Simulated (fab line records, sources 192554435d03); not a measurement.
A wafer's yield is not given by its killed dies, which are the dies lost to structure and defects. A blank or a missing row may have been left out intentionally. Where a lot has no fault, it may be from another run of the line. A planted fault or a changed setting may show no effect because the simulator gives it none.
One fault seen from 2 desks / flow n5 finfet / each desk has only its own numbers; what lay behind them comes last

FOR THE TOOL OWNER'S DESK: rie si-04
The tool's own readings at N5_DUMMY_GATE_ETCH_23 (etches poly-Si in HBr/Cl2/O2, target depth 41 nm, time 22.3 s): means of the sampled wafers that have a number, for each lot that ran on this tool. If a lot's mean is further than 4 standard deviations from the usual mean, the lot is out of limits and carries the mark OUT (the distance appears in the brackets).
Columns: A = HBr_flow_sccm at N5_DUMMY_GATE_ETCH_23, usual 149.9 sccm; B = drypump motor current A at N5_DUMMY_GATE_ETCH_23, usual 5.8 A; C = oes_o_777_au at N5_DUMMY_GATE_ETCH_23, usual 1.00 a.u.; D = oes product au at N5_DUMMY_GATE_ETCH_23, usual 0.994 a.u.; E = rf fwd power W at N5_DUMMY_GATE_ETCH_23, usual 794 W; F = throttle valve pct at N5_DUMMY_GATE_ETCH_23, usual 37.24 %
lot=L855; first seen here=day 6 23:17; A=150.2; B=5.5; C=1.04; D=0.999; E=793; F=37.21
lot=L856; first seen here=day 7 04:38; A=149.6; B=5.3; C=1.04; D=0.897 (-8.8) OUT; E=794; F=37.14
lot=L857; first seen here=day 7 10:44; A=149.7; B=5.2; C=0.98; D=0.850 (-13) OUT; E=794; F=37.52
Finding of this desk: L856, L857 out of limits; the first was L856 at day 7 04:38, on oes product au at N5_DUMMY_GATE_ETCH_23. In limits: L855.

METROLOGY DESK
What the gauges read, lot by lot, whatever tool the lot ran on: means of the sampled wafers that have a number. If a lot's mean is further than 4 standard deviations from the usual mean, the lot is out of limits and carries the mark OUT (the distance appears in the brackets). Shown here are 7 of its 11 readings, the ones lying furthest out on some lot.
Columns: A = cd nm at N5_DUMMY_GATE_CD_MEAS_50, usual 14.0 nm; B = DIBL_N at N5_BEOL_M4_RC_MEAS_101, usual 35.8 mV/V; C = DIBL_P at N5_BEOL_M4_RC_MEAS_101, usual 36.0 mV/V; D = IOFF_P at N5_BEOL_M4_RC_MEAS_101, usual 0.21 nA/um; E = ION_P at N5_BEOL_M4_RC_MEAS_101, usual 462 uA/um; F = SS_P at N5_BEOL_M4_RC_MEAS_101, usual 73.2 mV/dec; G = VT_P at N5_BEOL_M4_RC_MEAS_101, usual -250 mV
lot=L841; first seen here=day 3 10:43; A=13.8; B=36.8; C=39.7; D=0.30; E=472; F=73.8; G=-242
lot=L855; first seen here=day 6 22:56; A=13.3; B=36.9; C=35.3; D=0.20; E=462; F=73.3; G=-250
lot=L856; first seen here=day 7 04:19; A=13.9; B=35.1; C=36.2; D=0.20; E=464; F=73.5; G=-252
lot=L857; first seen here=day 7 10:25; A=14.1; B=35.9; C=34.0; D=0.16; E=455; F=72.4; G=-256
lot=L860; first seen here=day 8 06:14; A=13.9; B=38.8; C=39.4; D=0.24; E=463; F=74.1; G=-248
lot=L862; first seen here=day 8 20:26; A=14.1; B=36.0; C=34.0; D=0.18; E=455; F=73.3; G=-254
This desk's verdict: no lot among the 6 shows anything out of limits.

ALL TOGETHER
The tool owner's desk had the chance to raise an alarm at day 7 04:38 on L856, L857.
The metrology desk saw nothing out of limits.
The metrology desk holds a record of L856, L857, inside its limits.
All the named lots went through N5_DUMMY_GATE_ETCH_23 on rie si-04.

WHAT HAD BEEN PUT IN BY THE SIMULATOR
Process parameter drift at N5_DUMMY_GATE_ETCH_23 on rie si-04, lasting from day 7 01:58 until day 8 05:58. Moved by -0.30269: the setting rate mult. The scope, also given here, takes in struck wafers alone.
Lots struck among those shown: L856, L857.
Hours from the fault's start to each desk's first reading out of limits: the tool owner's desk, 3.
